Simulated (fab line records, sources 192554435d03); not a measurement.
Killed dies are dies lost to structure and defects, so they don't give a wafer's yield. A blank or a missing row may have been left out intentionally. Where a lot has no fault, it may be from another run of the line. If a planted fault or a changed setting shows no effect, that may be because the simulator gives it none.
Matching of chambers    flow n5-finfet    N5_BEOL_M0_SAQP_SPACER2_ALD_26 on ald-sin-01: 4 sister chambers
The step deposits SiO2, target thk 15 nm, pulse time 1 s, purge time 2 s. 24 wafers are shown with their chamber, then 12 later ones without.

## WAFERS WITH THEIR CHAMBER
wafer   chamber  heater-power-w (W)  heater-power-outer-w (W)  precursor-pulse-height-rel
L075.2  3        408                 232                       0.996
L075.3  0        467                 252                       0.993
L075.5  0        464                 245                       1.016
L076.2  0        457                 244                       0.981
L076.4  2        479                 261                       1.031
L076.6  1        442                 279                       0.972
L077.2  1        452                 274                       0.982
L077.4  2        481                 261                       0.986
L077.5  0        457                 247                       0.957
L078.3  2        488                 256                       0.995
L078.4  1        440                 270                       1.002
L078.5  3        417                 231                       0.995
L079.1  1        444                 267                       1.019
L079.2  3        393                 231                       1.000
L079.6  1        447                 275                       1.004
L080.1  0        460                 248                       1.005
L080.2  3        404                 235                       0.998
L080.5  3        408                 231                       1.020
L082.1  0        457                 247                       1.010
L082.3  3        410                 225                       1.007
L082.6  3        410                 226                       1.003
L086.4  0        462                 249                       1.000
L086.5  1        451                 275                       0.986
L086.6  2        491                 260                       1.008

SIGNATURES, as means of the wafers listed above
reading                     chamber 0  chamber 1  chamber 2  chamber 3  scatter within a chamber
heater-power-w              460.57     446.00     484.75     407.14     5.63
heater-power-outer-w        247.43     273.33     259.50     230.14     3.32
precursor-pulse-height-rel  0.99457    0.99417    1.00500    1.00271    0.0166
Rule: a wafer's distance from a chamber is the root of the sum, over the readings, of the square of ((its reading less the chamber's mean) divided by the reading's scatter). If the next closest chamber is less than 2 further off than the closest, the wafer can't be placed; otherwise it belongs to the closest. The scatter is the square root of a quotient: the sum, over the shown wafers, of each reading's squared deviation from its chamber's mean, divided by wafers minus chambers.

## WAFERS WITHOUT THEIR CHAMBER
wafer   heater-power-w (W)  heater-power-outer-w (W)  precursor-pulse-height-rel
L087.3  418                 228                       0.995
L087.4  454                 274                       1.026
L087.6  468                 246                       1.015
L091.1  445                 249                       1.026
L091.3  418                 229                       0.962
L091.6  410                 232                       1.034
L095.2  443                 266                       1.007
L095.4  486                 254                       0.999
L095.6  480                 263                       0.968
L097.2  482                 265                       0.997
L097.3  447                 276                       0.981
L097.5  450                 274                       1.005

## EACH ONE'S CHAMBER
wafer   from the rows above  in truth
L087.3  3                    3
L087.4  1                    1
L087.6  0                    0
L091.1  0                    0
L091.3  3                    3
L091.6  3                    3
L095.2  1                    1
L095.4  2                    2
L095.6  2                    2
L097.2  2                    2
L097.3  1                    1
L097.5  1                    1
Correct placement for 12 of the 12. Left unplaced by these rows: 0. Wrongly placed: 0.
